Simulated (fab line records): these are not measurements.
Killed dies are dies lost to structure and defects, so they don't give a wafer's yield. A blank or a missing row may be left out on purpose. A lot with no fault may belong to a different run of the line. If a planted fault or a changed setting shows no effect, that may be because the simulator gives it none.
Matching of chambers :: flow n5-finfet :: N5_BEOL_M3_DEP_57 on pecvd-02: 3 sister chambers
The step deposits SiCN from 3MS/NH3, target thk 8 nm, time 14 s. 24 wafers are shown with their chamber, then 12 later ones without.

## EACH WAFER AND ITS CHAMBER
wafer: L076.2
chamber: 2
throttle-valve-pct (%): 9.6
showerhead-plenum-p-Torr (Torr): 3.648

wafer: L076.3
chamber: 1
throttle-valve-pct (%): 9.3
showerhead-plenum-p-Torr (Torr): 3.667

wafer: L076.6
chamber: 2
throttle-valve-pct (%): 9.9
showerhead-plenum-p-Torr (Torr): 3.650

wafer: L077.1
chamber: 1
throttle-valve-pct (%): 9.4
showerhead-plenum-p-Torr (Torr): 3.668

wafer: L077.2
chamber: 2
throttle-valve-pct (%): 9.7
showerhead-plenum-p-Torr (Torr): 3.646

wafer: L077.3
chamber: 2
throttle-valve-pct (%): 9.8
showerhead-plenum-p-Torr (Torr): 3.646

wafer: L077.4
chamber: 1
throttle-valve-pct (%): 9.1
showerhead-plenum-p-Torr (Torr): 3.679

wafer: L077.5
chamber: 2
throttle-valve-pct (%): 10.1
showerhead-plenum-p-Torr (Torr): 3.644

wafer: L077.6
chamber: 1
throttle-valve-pct (%): 9.4
showerhead-plenum-p-Torr (Torr): 3.677

wafer: L081.1
chamber: 1
throttle-valve-pct (%): 9.2
showerhead-plenum-p-Torr (Torr): 3.679

wafer: L081.4
chamber: 2
throttle-valve-pct (%): 9.8
showerhead-plenum-p-Torr (Torr): 3.638

wafer: L081.6
chamber: 1
throttle-valve-pct (%): 9.3
showerhead-plenum-p-Torr (Torr): 3.680

wafer: L083.1
chamber: 1
throttle-valve-pct (%): 9.2
showerhead-plenum-p-Torr (Torr): 3.672

wafer: L083.2
chamber: 0
throttle-valve-pct (%): 8.5
showerhead-plenum-p-Torr (Torr): 3.648

wafer: L083.3
chamber: 1
throttle-valve-pct (%): 9.3
showerhead-plenum-p-Torr (Torr): 3.676

wafer: L083.4
chamber: 0
throttle-valve-pct (%): 8.4
showerhead-plenum-p-Torr (Torr): 3.647

wafer: L083.5
chamber: 1
throttle-valve-pct (%): 9.3
showerhead-plenum-p-Torr (Torr): 3.673

wafer: L083.6
chamber: 0
throttle-valve-pct (%): 8.5
showerhead-plenum-p-Torr (Torr): 3.630

wafer: L084.1
chamber: 0
throttle-valve-pct (%): 8.4
showerhead-plenum-p-Torr (Torr): 3.641

wafer: L084.2
chamber: 1
throttle-valve-pct (%): 9.2
showerhead-plenum-p-Torr (Torr): 3.672

wafer: L084.5
chamber: 1
throttle-valve-pct (%): 9.2
showerhead-plenum-p-Torr (Torr): 3.675

wafer: L084.3
chamber: 0
throttle-valve-pct (%): 8.5
showerhead-plenum-p-Torr (Torr): 3.632

wafer: L084.4
chamber: 1
throttle-valve-pct (%): 9.3
showerhead-plenum-p-Torr (Torr): 3.674

wafer: L084.6
chamber: 0
throttle-valve-pct (%): 8.6
showerhead-plenum-p-Torr (Torr): 3.628

SIGNATURES, as means of the wafers listed above
reading: throttle-valve-pct
chamber 0: 8.483
chamber 1: 9.267
chamber 2: 9.817
scatter within a chamber: 0.112

reading: showerhead-plenum-p-Torr
chamber 0: 3.63767
chamber 1: 3.67433
chamber 2: 3.64533
scatter within a chamber: 0.00564
Rule: for a wafer and a chamber, the distance is found by dividing, reading by reading, the gap between the wafer's reading and the chamber's mean by the reading's scatter, squaring, summing and taking the root. If the next closest chamber is less than 2 further off than the closest, the wafer can't be placed; otherwise it belongs to the closest. How the scatter is found: for the shown wafers, subtract from each reading the mean of its chamber, square and add these, divide the total by (wafers less chambers), then take the root.

## WAFERS WHOSE CHAMBER IS MISSING
wafer: L086.1
throttle-valve-pct (%): 8.1
showerhead-plenum-p-Torr (Torr): 3.642

wafer: L086.4
throttle-valve-pct (%): 8.5
showerhead-plenum-p-Torr (Torr): 3.650

wafer: L086.5
throttle-valve-pct (%): 8.8
showerhead-plenum-p-Torr (Torr): 3.653

wafer: L088.3
throttle-valve-pct (%): 9.3
showerhead-plenum-p-Torr (Torr): 3.678

wafer: L088.5
throttle-valve-pct (%): 9.2
showerhead-plenum-p-Torr (Torr): 3.641

wafer: L088.6
throttle-valve-pct (%): 8.5
showerhead-plenum-p-Torr (Torr): 3.643

wafer: L092.2
throttle-valve-pct (%): 9.3
showerhead-plenum-p-Torr (Torr): 3.668

wafer: L092.3
throttle-valve-pct (%): 8.7
showerhead-plenum-p-Torr (Torr): 3.637

wafer: L092.6
throttle-valve-pct (%): 9.2
showerhead-plenum-p-Torr (Torr): 3.667

wafer: L093.1
throttle-valve-pct (%): 9.0
showerhead-plenum-p-Torr (Torr): 3.645

wafer: L093.3
throttle-valve-pct (%): 8.4
showerhead-plenum-p-Torr (Torr): 3.643

wafer: L093.5
throttle-valve-pct (%): 9.1
showerhead-plenum-p-Torr (Torr): 3.644

## EACH ONE'S CHAMBER
wafer: L086.1
from the rows above: 0
in truth: 0

wafer: L086.4
from the rows above: 0
in truth: 0

wafer: L086.5
from the rows above: can't be placed: 0 or 1
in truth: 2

wafer: L088.3
from the rows above: 1
in truth: 1

wafer: L088.5
from the rows above: can't be placed: 2 or 1 or 0
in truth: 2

wafer: L088.6
from the rows above: 0
in truth: 0

wafer: L092.2
from the rows above: 1
in truth: 1

wafer: L092.3
from the rows above: 0
in truth: 0

wafer: L092.6
from the rows above: 1
in truth: 1

wafer: L093.1
from the rows above: can't be placed: 0 or 1
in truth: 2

wafer: L093.3
from the rows above: 0
in truth: 0

wafer: L093.5
from the rows above: can't be placed: 1 or 0 or 2
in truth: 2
8 of 12 placed correctly. Cannot be placed on the basis of these rows: 4; the candidates contain the true chamber in 2. Wrongly placed: 0.
